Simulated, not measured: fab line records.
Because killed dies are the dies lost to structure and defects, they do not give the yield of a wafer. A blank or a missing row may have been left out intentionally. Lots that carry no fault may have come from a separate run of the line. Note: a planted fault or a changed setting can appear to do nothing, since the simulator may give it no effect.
Which tool is to blame? || flow nand_harc || 12 lots with 36 wafers sampled at 4 steps, on a route of 1302 steps

## WHAT THE GAUGES READ, wafer by wafer
NHARC_P_GATE_CD_MEAS_59: the cd target is 720 nm.
{"lot": "L238", "measured": "day 6 02:37", "on": "cd_sem-01", "cd_nm (nm)": "719.6 718.6 718.2"}
{"lot": "L239", "measured": "day 6 05:42", "on": "cd_sem-01", "cd_nm (nm)": "718.1 721.6 717.7"}
{"lot": "L240", "measured": "day 7 00:07", "on": "cd_sem-02", "cd_nm (nm)": "715.9 720.4 718.5"}
{"lot": "L241", "measured": "day 7 04:10", "on": "cd_sem-02", "cd_nm (nm)": "717.0 722.2 719.1"}
{"lot": "L244", "measured": "day 8 09:37", "on": "cd_sem-03", "cd_nm (nm)": "710.2 711.8 708.5"}
{"lot": "L247", "measured": "day 9 16:29", "on": "cd_sem-01", "cd_nm (nm)": "718.5 720.1 719.6"}
{"lot": "L253", "measured": "day 12 08:10", "on": "cd_sem-02", "cd_nm (nm)": "720.3 718.5 720.8"}
{"lot": "L254", "measured": "day 12 16:43", "on": "cd_sem-01", "cd_nm (nm)": "719.8 720.7 721.0"}
{"lot": "L255", "measured": "day 13 04:50", "on": "cd_sem-02", "cd_nm (nm)": "718.1 717.2 719.1"}
{"lot": "L256", "measured": "day 13 18:43", "on": "cd_sem-03", "cd_nm (nm)": "720.4 721.7 718.3"}
{"lot": "L257", "measured": "day 14 05:11", "on": "cd_sem-01", "cd_nm (nm)": "718.3 717.3 718.9"}
{"lot": "L258", "measured": "day 14 16:27", "on": "cd_sem-02", "cd_nm (nm)": "718.9 718.7 717.7"}

## WHAT TOOL EACH LOT RAN ON (gives the tool, then ch and the chambers of the sampled wafers, and finally the start)
{"lot": "L238", "NHARC_P_GATE_STRIP_101": "rie_diel-02 ch 0,1,2, day 6 00:02", "NHARC_P_GATE_STRIP_111": "plasma_asher-02 ch 0,1, day 6 01:29", "NHARC_P_GATE_EXPOSE_56": "krf_scanner-04 ch 0, day 6 02:28"}
{"lot": "L239", "NHARC_P_GATE_STRIP_101": "rie_diel-01 ch 0,1,3, day 6 03:02", "NHARC_P_GATE_STRIP_111": "plasma_asher-01 ch 0,1, day 6 04:29", "NHARC_P_GATE_EXPOSE_56": "krf_scanner-03 ch 0, day 6 05:33"}
{"lot": "L240", "NHARC_P_GATE_STRIP_101": "rie_diel-07 ch 2,3, day 6 21:29", "NHARC_P_GATE_STRIP_111": "plasma_asher-01 ch 0,1, day 6 23:07", "NHARC_P_GATE_EXPOSE_56": "krf_scanner-03 ch 0, day 6 23:58"}
{"lot": "L241", "NHARC_P_GATE_STRIP_101": "rie_diel-02 ch 0,2,3, day 7 01:32", "NHARC_P_GATE_STRIP_111": "plasma_asher-02 ch 0,1, day 7 02:56", "NHARC_P_GATE_EXPOSE_56": "krf_scanner-02 ch 0, day 7 04:01"}
{"lot": "L244", "NHARC_P_GATE_STRIP_101": "rie_diel-01 ch 0,2,3, day 8 06:56", "NHARC_P_GATE_STRIP_111": "plasma_asher-02 ch 0,1, day 8 08:29", "NHARC_P_GATE_EXPOSE_56": "krf_scanner-03 ch 0, day 8 09:28"}
{"lot": "L247", "NHARC_P_GATE_STRIP_101": "rie_diel-07 ch 1,2,3, day 9 13:49", "NHARC_P_GATE_STRIP_111": "plasma_asher-02 ch 0,1, day 9 15:22", "NHARC_P_GATE_EXPOSE_56": "krf_scanner-03 ch 0, day 9 16:20"}
{"lot": "L253", "NHARC_P_GATE_STRIP_101": "rie_diel-01 ch 1,2, day 12 05:28", "NHARC_P_GATE_STRIP_111": "plasma_asher-01 ch 0,1, day 12 07:02", "NHARC_P_GATE_EXPOSE_56": "krf_scanner-03 ch 0, day 12 08:01"}
{"lot": "L254", "NHARC_P_GATE_STRIP_101": "rie_diel-07 ch 0,3, day 12 14:10", "NHARC_P_GATE_STRIP_111": "plasma_asher-01 ch 0,1, day 12 15:37", "NHARC_P_GATE_EXPOSE_56": "krf_scanner-03 ch 0, day 12 16:33"}
{"lot": "L255", "NHARC_P_GATE_STRIP_101": "rie_diel-02 ch 0,2,3, day 13 02:07", "NHARC_P_GATE_STRIP_111": "plasma_asher-01 ch 0,1, day 13 03:42", "NHARC_P_GATE_EXPOSE_56": "krf_scanner-02 ch 0, day 13 04:41"}
{"lot": "L256", "NHARC_P_GATE_STRIP_101": "rie_diel-02 ch 0,1, day 13 16:02", "NHARC_P_GATE_STRIP_111": "plasma_asher-01 ch 0,1, day 13 17:35", "NHARC_P_GATE_EXPOSE_56": "krf_scanner-03 ch 0, day 13 18:34"}
{"lot": "L257", "NHARC_P_GATE_STRIP_101": "rie_diel-01 ch 2,3, day 14 02:30", "NHARC_P_GATE_STRIP_111": "plasma_asher-02 ch 0,1, day 14 03:58", "NHARC_P_GATE_EXPOSE_56": "krf_scanner-04 ch 0, day 14 05:01"}
{"lot": "L258", "NHARC_P_GATE_STRIP_101": "rie_diel-02 ch 0,1, day 14 13:32", "NHARC_P_GATE_STRIP_111": "plasma_asher-02 ch 0,1, day 14 15:22", "NHARC_P_GATE_EXPOSE_56": "krf_scanner-03 ch 0, day 14 16:18"}
- NHARC_P_GATE_STRIP_101: strips in O2, time 20 s.
- NHARC_P_GATE_STRIP_111: strips in N2/H2, time 250 s.
- NHARC_P_GATE_EXPOSE_56: exposes mask P PSD, target cd 720 nm.

## WHAT THE TOOLS THEMSELVES READ (means of the sampled wafers that have a number; where no wafer has one, the mark that the record gives instead)
NHARC_P_GATE_STRIP_101.
{"lot": "L238", "tool": "rie_diel-02", "drypump_motor_current_A (A)": 5.9, "oes_product_au (a.u.)": 0.996, "rf_vpp_V (V)": 57.3, "showerhead_plenum_p_Torr (Torr)": 3.37, "throttle_valve_pct (%)": 17.032}
{"lot": "L239", "tool": "rie_diel-01", "drypump_motor_current_A (A)": 5.7, "oes_product_au (a.u.)": 1.010, "rf_vpp_V (V)": 57.4, "showerhead_plenum_p_Torr (Torr)": 3.47, "throttle_valve_pct (%)": 17.041}
{"lot": "L240", "tool": "rie_diel-07", "drypump_motor_current_A (A)": 6.3, "oes_product_au (a.u.)": 1.012, "rf_vpp_V (V)": 57.1, "showerhead_plenum_p_Torr (Torr)": 3.47, "throttle_valve_pct (%)": 17.032}
{"lot": "L241", "tool": "rie_diel-02", "drypump_motor_current_A (A)": 5.9, "oes_product_au (a.u.)": 0.993, "rf_vpp_V (V)": 57.2, "showerhead_plenum_p_Torr (Torr)": 3.39, "throttle_valve_pct (%)": 17.038}
{"lot": "L244", "tool": "rie_diel-01", "drypump_motor_current_A (A)": 5.6, "oes_product_au (a.u.)": 1.008, "rf_vpp_V (V)": 57.1, "showerhead_plenum_p_Torr (Torr)": 3.51, "throttle_valve_pct (%)": 17.037}
{"lot": "L247", "tool": "rie_diel-07", "drypump_motor_current_A (A)": 6.0, "oes_product_au (a.u.)": 1.010, "rf_vpp_V (V)": 58.0, "showerhead_plenum_p_Torr (Torr)": 3.47, "throttle_valve_pct (%)": 17.039}
{"lot": "L253", "tool": "rie_diel-01", "drypump_motor_current_A (A)": 5.3, "oes_product_au (a.u.)": 1.017, "rf_vpp_V (V)": 57.7, "showerhead_plenum_p_Torr (Torr)": 3.46, "throttle_valve_pct (%)": 17.035}
{"lot": "L254", "tool": "rie_diel-07", "drypump_motor_current_A (A)": 6.0, "oes_product_au (a.u.)": 0.997, "rf_vpp_V (V)": 58.0, "showerhead_plenum_p_Torr (Torr)": 3.51, "throttle_valve_pct (%)": 17.025}
{"lot": "L255", "tool": "rie_diel-02", "drypump_motor_current_A (A)": 5.8, "oes_product_au (a.u.)": 0.994, "rf_vpp_V (V)": 56.7, "showerhead_plenum_p_Torr (Torr)": 3.38, "throttle_valve_pct (%)": 17.035}
{"lot": "L256", "tool": "rie_diel-02", "drypump_motor_current_A (A)": 5.9, "oes_product_au (a.u.)": 0.993, "rf_vpp_V (V)": 57.4, "showerhead_plenum_p_Torr (Torr)": 3.36, "throttle_valve_pct (%)": 17.025}
{"lot": "L257", "tool": "rie_diel-01", "drypump_motor_current_A (A)": 5.4, "oes_product_au (a.u.)": 1.000, "rf_vpp_V (V)": 57.7, "showerhead_plenum_p_Torr (Torr)": 3.51, "throttle_valve_pct (%)": 17.045}
{"lot": "L258", "tool": "rie_diel-02", "drypump_motor_current_A (A)": 5.7, "oes_product_au (a.u.)": 1.000, "rf_vpp_V (V)": 57.1, "showerhead_plenum_p_Torr (Torr)": 3.39, "throttle_valve_pct (%)": 17.037}

NHARC_P_GATE_STRIP_111.
{"lot": "L238", "tool": "plasma_asher-02", "drypump_motor_current_A (A)": 5.4, "heater_power_w (W)": 82}
{"lot": "L239", "tool": "plasma_asher-01", "drypump_motor_current_A (A)": 6.1, "heater_power_w (W)": 107}
{"lot": "L240", "tool": "plasma_asher-01", "drypump_motor_current_A (A)": 6.2, "heater_power_w (W)": 98}
{"lot": "L241", "tool": "plasma_asher-02", "drypump_motor_current_A (A)": 5.4, "heater_power_w (W)": 82}
{"lot": "L244", "tool": "plasma_asher-02", "drypump_motor_current_A (A)": 5.4, "heater_power_w (W)": 82}
{"lot": "L247", "tool": "plasma_asher-02", "drypump_motor_current_A (A)": 5.4, "heater_power_w (W)": 77}
{"lot": "L253", "tool": "plasma_asher-01", "drypump_motor_current_A (A)": 6.2, "heater_power_w (W)": 101}
{"lot": "L254", "tool": "plasma_asher-01", "drypump_motor_current_A (A)": 6.1, "heater_power_w (W)": 107}
{"lot": "L255", "tool": "plasma_asher-01", "drypump_motor_current_A (A)": 6.2, "heater_power_w (W)": 100}
{"lot": "L256", "tool": "plasma_asher-01", "drypump_motor_current_A (A)": 6.2, "heater_power_w (W)": 101}
{"lot": "L257", "tool": "plasma_asher-02", "drypump_motor_current_A (A)": 5.4, "heater_power_w (W)": 81}
{"lot": "L258", "tool": "plasma_asher-02", "drypump_motor_current_A (A)": 5.4, "heater_power_w (W)": 81}

NHARC_P_GATE_EXPOSE_56.
{"lot": "L238", "tool": "krf_scanner-04", "reticle_temp_C (C)": 22.99}
{"lot": "L239", "tool": "krf_scanner-03", "reticle_temp_C (C)": 22.95}
{"lot": "L240", "tool": "krf_scanner-03", "reticle_temp_C (C)": 22.93}
{"lot": "L241", "tool": "krf_scanner-02", "reticle_temp_C (C)": 23.14}
{"lot": "L244", "tool": "krf_scanner-03", "reticle_temp_C (C)": 22.88}
{"lot": "L247", "tool": "krf_scanner-03", "reticle_temp_C (C)": 23.07}
{"lot": "L253", "tool": "krf_scanner-03", "reticle_temp_C (C)": 23.05}
{"lot": "L254", "tool": "krf_scanner-03", "reticle_temp_C (C)": 23.01}
{"lot": "L255", "tool": "krf_scanner-02", "reticle_temp_C (C)": 23.05}
{"lot": "L256", "tool": "krf_scanner-03", "reticle_temp_C (C)": 23.11}
{"lot": "L257", "tool": "krf_scanner-04", "reticle_temp_C (C)": 22.97}
{"lot": "L258", "tool": "krf_scanner-03", "reticle_temp_C (C)": 23.03}

## THE ANSWER, worked out from the rows above alone
Rule: the usual values come from the lots themselves. The widest of any qualifying gaps counts: lots, ordered by their means at a reading, are off when they make up no more than a third of the lots, leave a main group of 4 or more, and stand apart from it by 3 or more times the standard deviation of that group's means. If all means in a main group match to the digits the tables above print for the reading, that group is not used. Also off: a lot with no number at a reading for which 4 or more lots have one. Where the step has rows for the other lots, those lots are counted as sound. Order of review: gauges by route order, followed by the tools' own readings, for which a lot's mean as printed above is used. At the first step where some lot is off, the reading lying furthest off is the one used; lots without a number count as furthest.
Off at NHARC_P_GATE_CD_MEAS_59 (cd_nm): L244. Main group: mean 719.1 nm, sd 0.79.
If a tool, at a process step before that reading, ran all the lots that are off and no sound lot after the first of them, it fits. Those tools and the gauges at NHARC_P_GATE_CD_MEAS_59 are tried in the same way. Of those tried, none fits.

## WHAT THE SIMULATOR PUT IN
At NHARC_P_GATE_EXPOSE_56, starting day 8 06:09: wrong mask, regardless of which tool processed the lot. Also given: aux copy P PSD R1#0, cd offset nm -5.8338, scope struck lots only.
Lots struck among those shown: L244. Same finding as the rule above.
